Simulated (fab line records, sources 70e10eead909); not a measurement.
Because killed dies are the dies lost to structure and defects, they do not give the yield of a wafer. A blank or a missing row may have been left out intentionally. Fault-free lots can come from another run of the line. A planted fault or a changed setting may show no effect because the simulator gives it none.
Comparing a struck lot with a sound one + flow nand-harc + 15 out of 1302 route steps
Sound: wafers L256.1, L256.5, L256.6. Struck: wafer L263.3; the same lot's L263.4 was not struck, so it is left out; see the end for the cause.
Each step with rows lists, per side, the tool, then ch with its chambers, then its first start. Under that, the readings that differ: sound wafers + struck wafers + difference of the means + sigmas: that difference in standard deviations of wafers without a fault.
alike: same words and numbers on both sides, and readings whose means sit less than 2 such deviations apart. not compared: any withheld reading, any reading some wafer has no value for, any bound like >300 that may hide the same value, and any number with overlapping values for which the record gives no deviation.
Wherever a step has rows on one side only, a row that says differs or no value, or a row with sigmas, the two part there. Numbers that don't overlap but have no deviation are shown without sigmas and don't part them. A reading missing from all wafers of one side parts the sides only when that side holds two or more wafers.

NHARC_A_SGD_CUT_THK_MEAS_22: measures by ellipsometry.
  struck on film-metro-02, day 24 08:03; sound on film-metro-01, day 21 07:39
  alike: thk-nm
then, 2 steps without rows for these wafers: NHARC_A_SGD_CUT_SRD_23; NHARC_A_SGD_CUT_ETCH_26 (etches SiO2 in dHF, target depth 45.8 nm).
NHARC_A_SGD_CUT_ETCHBACK_24: etches the open film in CH3F/O2, target depth 50 nm, time 92.857 s.
  sound on rie-diel-02 ch 1,2,3, day 21 07:54; struck on rie-diel-11 ch 2, day 24 08:16
| reading               | sound          | struck | difference | sigmas |
|-----------------------|----------------|--------|------------|--------|
| oes-product-au (a.u.) | 0.93 0.91 0.93 | 0.99   | +0.07      | +2     |
  alike: drypump-motor-current-A, rf-vpp-V, showerhead-plenum-p-Torr, throttle-valve-pct
  not compared: rf-hours-counter-h
NHARC_A_SGD_CUT_STRIP_28: strips in O2, time 20 s.
  sound: rie-diel-02 ch 2,3; struck: rie-diel-11 ch 3
  alike: drypump-motor-current-A, oes-product-au, rf-vpp-V, showerhead-plenum-p-Torr, throttle-valve-pct
  not compared: rf-hours-counter-h
NHARC_A_SGD_CUT_INSPECT_25:
  struck on defect-inspect-01, day 24 08:31; sound on defect-inspect-01, day 21 08:07
  alike: raw-defect-count
NHARC_A_SLIT_DEP_25: deposits SiO2, target thk 200 nm.
  sound on pecvd-03 ch 1,2, day 21 08:11; struck on pecvd-04 ch 1, day 24 08:40
  alike: heater-power-w, throttle-valve-pct
NHARC_A_SLIT_DEP_00: deposits aC, target thk 6200 nm.
  sound on acl-dep-02 ch 0, day 21 11:14; struck on acl-dep-03 ch 0, day 24 11:38
  alike: throttle-valve-pct
NHARC_A_SLIT_DEP_23: deposits SiON, target thk 100 nm.
  sound on pecvd-03 ch 1,2, day 21 15:04; struck on pecvd-03 ch 1, day 24 14:09
  alike: heater-power-w
then, 3 steps without rows for these wafers: NHARC_A_SLIT_DEHYDRATE_01 (time 120 s); NHARC_A_SLIT_HMDS_02 (time 30 s); NHARC_A_SLIT_COAT_03 (resist thk 90 nm).
NHARC_A_SLIT_SOFTBAKE_04: time 55 s.
  sound on litho-track-01 ch 0, day 21 15:00; struck on litho-track-01 ch 0, day 24 14:00
| reading                  | sound                | struck | difference | sigmas      |
|--------------------------|----------------------|--------|------------|-------------|
| heater-power-total-W (W) | 188.37 188.32 188.72 | 207.76 | +19.29     | +99 or more |
following that, these wafers have no rows for 1 step: NHARC_A_SLIT_EBR_05.
-- record jumps: 5 days between struck wafers' starts before vs after; left off in module A_SLIT, resumes in module END, first step shown is number 1302 of the route --
NHARC_END_SORT_01:
  sound on prober-01 ch 0, day 26 03:16; struck on prober-02 ch 0, day 29 13:41
  alike: killed-at-array, killed-at-other, killed-at-periphery, killed-dies, killed-open, killed-short

## WHERE THEY PART
Last at NHARC_A_SLIT_SOFTBAKE_04 as far as this record goes, first at NHARC_A_SGD_CUT_ETCHBACK_24. Later steps at which nothing parts them and some readings are alike: NHARC_END_SORT_01.

WHY: the cause the simulator had injected
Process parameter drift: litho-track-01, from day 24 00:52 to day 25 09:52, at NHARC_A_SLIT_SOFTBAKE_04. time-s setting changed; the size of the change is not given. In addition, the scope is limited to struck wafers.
